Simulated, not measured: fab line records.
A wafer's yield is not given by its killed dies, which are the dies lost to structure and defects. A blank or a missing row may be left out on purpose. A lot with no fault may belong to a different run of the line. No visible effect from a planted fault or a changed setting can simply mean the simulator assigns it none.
Lot-split experiment + flow n5Finfet + on a route of 1938 steps: 7 lots, 21 wafers read

== ON THE SPLIT ==
At N5_BEOL_M0_CUTY_ETCH_63 (etches SOC in N2/H2, target depth 82.7 nm, overetch 16.5 nm, time 124 s), the setting sourceW was moved away from the recipe's 840 W on 9 of the 21 wafers read, by -12.8% to +16.1%. The other wafers ran this setting at the recipe's value.

The reading comes from the split's own step.

== THE READING ==
rfVppV, in V, at N5_BEOL_M0_CUTY_ETCH_63 (etches SOC in N2/H2, target depth 82.7 nm, overetch 16.5 nm, time 124 s). On this fab line, fault-free wafers typically give 525.6 V with a standard deviation of 2.5 V.

| wafer  | tool, chamber at the split | sourceW as run, W | against the recipe | rfVppV, V | against lot-mates on the recipe |
|--------|----------------------------|-------------------|--------------------|-----------|---------------------------------|
| L077.3 | rieDiel-01, 0              | 732.9             | -12.8%             | 549.6     | no lot-mate on the recipe       |
| L077.4 | rieDiel-01, 1              | 732.9             | -12.8%             | 550.2     | no lot-mate on the recipe       |
| L077.6 | rieDiel-01, 2              | 732.9             | -12.8%             | 551.3     | no lot-mate on the recipe       |
| L074.1 | rieDiel-05, 2              | 933.3             | +11.1%             | 509.5     | -18.2                           |
| L074.3 | rieDiel-05, 3              | 840               | recipe             | 527.7     | -                               |
| L074.5 | rieDiel-05, 3              | 840               | recipe             | 527.6     | -                               |
| L081.4 | rieDiel-01, 1              | 933.8             | +11.2%             | 507.2     | -19.6                           |
| L081.5 | rieDiel-01, 1              | 840               | recipe             | 526.3     | -                               |
| L081.6 | rieDiel-01, 2              | 840               | recipe             | 527.4     | -                               |
| L083.2 | rieDiel-05, 2              | 840               | recipe             | 528.3     | -                               |
| L083.3 | rieDiel-05, 1              | 840               | recipe             | 521.8     | -                               |
| L083.6 | rieDiel-05, 2              | 899.2             | +7.0%              | 516.7     | -8.3                            |
| L087.1 | rieDiel-01, 3              | 840               | recipe             | 526.9     | -                               |
| L087.3 | rieDiel-01, 1              | 840               | recipe             | 524.2     | -                               |
| L087.4 | rieDiel-01, 0              | 975.6             | +16.1%             | 499.3     | -26.2                           |
| L093.2 | rieDiel-05, 0              | 840               | recipe             | 522.1     | -                               |
| L093.4 | rieDiel-05, 1              | 840               | recipe             | 521.3     | -                               |
| L093.6 | rieDiel-05, 2              | 840               | recipe             | 526.8     | -                               |
| L096.3 | rieDiel-05, 2              | 767.2             | -8.7%              | 544.2     | +16.1                           |
| L096.4 | rieDiel-05, 3              | 840               | recipe             | 528.1     | -                               |
| L096.6 | rieDiel-05, 0              | 767.2             | -8.7%              | 537.0     | +8.9                            |

FIT RESULTS
A straight line over all 21 wafers: rfVppV changes by -1.73 V for each +1% of sourceW; r = -0.98; the points scatter about the line by 2.6 V.
The same after taking each lot's own level away (the mean of its wafers on the recipe; 18 wafers): -1.57 V for each +1%; r = -0.98; scatter 2.3 V.
The reading moves by 25 V for the largest change in sourceW, on that fit.
The lots' own levels span 523.40 to 528.10 V, that is 1.9 times the standard deviation above.
So the lot-to-lot level changes the slope little: the two slopes agree.
Check: for one of the wafers moved furthest among these (+16.1%), held out of the fit, the line's prediction against its lot-mates is -25.2 V. It came out at -26.2 V against them.
Tool readings at the split's step, against how far the setting was moved: rfVppV r = -0.98.

== OTHER SPLITS APPLIED TO THESE WAFERS ==
Other splits were also applied to these wafers ahead of the reading. Each is held against what the fit with the lots' levels taken away leaves over:
| other split on the same wafers           | wafers away from the commonest value | r with rfVppV (lot level and that fit taken away) |
|------------------------------------------|--------------------------------------|---------------------------------------------------|
| N5_MOL_CONTACT_COAG_COAT_62 spinRpm      | 5                                    | +0.03                                             |
| N5_BEOL_M0_SAQP_SPACER1_ALD_98 aldCycles | 10                                   | -0.09                                             |
| N5_BEOL_M0_SAQP_ETCH_107 biasW           | 6                                    | +0.37                                             |
| N5_BEOL_M0_CUTY_COAT_51 spinRpm          | 8                                    | -0.21                                             |

== FILE'S OWN FIT ==
rfVppV changes by -1.6 V for each +1% of sourceW, r = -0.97.
